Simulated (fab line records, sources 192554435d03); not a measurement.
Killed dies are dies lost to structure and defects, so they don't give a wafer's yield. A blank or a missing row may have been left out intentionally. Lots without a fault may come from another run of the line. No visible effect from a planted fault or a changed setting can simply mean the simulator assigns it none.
Comparing a struck lot with a sound one || flow n5-finfet || 15 out of 1938 route steps
Sound: wafers L875.2, L875.3, L875.5. The struck wafers were L890.1, L890.3, L890.5. The cause is given at the end.
For every step that has rows: the tool of each side, followed by ch and its chambers, followed by its first start. Under that, the readings that differ: sound wafers || struck wafers || difference of the means || sigmas: that difference in standard deviations of wafers without a fault.
alike: same words and numbers on both sides, and readings whose means sit less than 2 such deviations apart. not compared: any withheld reading, any reading some wafer has no value for, any bound like >300 that may hide the same value, and any number with overlapping values for which the record gives no deviation.
The two part at a step that has a row with sigmas, a row that says differs or no value, or rows on one side only. Numbers that have no deviation but don't overlap get no sigmas and don't part them. A reading that every wafer of one side lacks parts them only if that side has two wafers or more.

N5_BEOL_M14_CMP_49: polishes, stops on SiO2, t overpolish 5.2 s, target thk 560 nm.
  sound on cmp-04 ch 0,2,3, day 14 01:13; struck on cmp-02 ch 0,3, day 18 07:35
  alike: barrier-field-endpoint-s, motor-current-A, overpolish-run-s, platen-rpm, time-to-endpoint-s
N5_BEOL_M14_THK_MEAS_50: measures by xrf.
  sound: film-metro-02 at day 14 01:27; struck: film-metro-02 at day 18 07:53
  alike: M14_THK
then, 1 step without rows for these wafers: N5_BEOL_M14_PRE_CLEAN_52 (time 15 s).
N5_BEOL_M14_DEP_53: deposits SiCN from 3MS/NH3, target thk 50 nm, time 17.8 s.
  sound on pecvd-04 ch 0,1,2, day 14 01:31; struck on pecvd-04 ch 0,1, day 18 07:56
  alike: showerhead-plenum-p-Torr, throttle-valve-pct
N5_BEOL_M14_RS_MEAS_54: the measuring method here is four-point-probe.
  sound: film-metro-01 at day 14 01:34; struck: film-metro-01 at day 18 08:01
  alike: M14_RS
N5_BEOL_M14_INSPECT_55: inspects for defects (darkfield).
  sound: defect-inspect-02 at day 14 01:36; struck: defect-inspect-01 at day 18 08:02
  alike: raw-defect-count
N5_BEOL_M15_ILD_DEP_00: deposits SiO2 from TEOS/O2, target thk 1629.3 nm, time 346.1 s.
  sound on pecvd-03 ch 0,2, day 14 01:38; struck on pecvd-02 ch 0,2, day 18 08:04
  alike: heater-power-w, showerhead-plenum-p-Torr, throttle-valve-pct
N5_BEOL_M15_THK_MEAS_01:
  sound: film-metro-02 at day 14 01:53; struck: film-metro-01 at day 18 08:19
  alike: M15_ILD_THK
then, 4 steps without rows for these wafers: N5_BEOL_M15_COAT_58 (time 60 s, resist thk 89 nm); N5_BEOL_M15_COAT_04 (resist thk 800 nm); N5_BEOL_M15_EBR_06; N5_BEOL_M15_SOFTBAKE_05 (time 60 s).
N5_BEOL_M15_EXPOSE_07: exposes mask V14.
  sound on krf-scanner-02 ch 0, day 14 02:01; struck on krf-scanner-01 ch 0, day 18 08:35
{"reading": "exposure-dose-mJ-cm2", "sound": "41.18 41.22 41.28", "struck": "42.29 42.35 42.31", "difference": "+1.09", "sigmas": "+27"}
  alike: mask
then, 1 step without rows for these wafers: N5_BEOL_M15_PEB_08 (peb time 90 s).
N5_PASSIVATION_PROBE_49:
  sound: prober-01 at day 15 00:37; struck: prober-01 at day 19 12:47
  alike: defect-limited-yield, killed_at_M0_to_M3, killed_at_M4_up, killed-at-contacts, killed-at-front-end, killed-at-other, killed-dies, killed-on-rim, killed-open, killed-short, sort_bin_5_function, sort_bin_6_memory, sort-n-pass, sort-yield-pct

WHERE THEY PART
Only at N5_BEOL_M15_EXPOSE_07, within this record. Later steps at which nothing parts them and some readings are alike: N5_PASSIVATION_PROBE_49.

WHY: whatever the simulator had introduced
Process parameters drifting: krf-scanner-01 at N5_BEOL_M15_EXPOSE_07, beginning at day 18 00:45. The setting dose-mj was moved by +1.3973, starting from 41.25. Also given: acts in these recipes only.
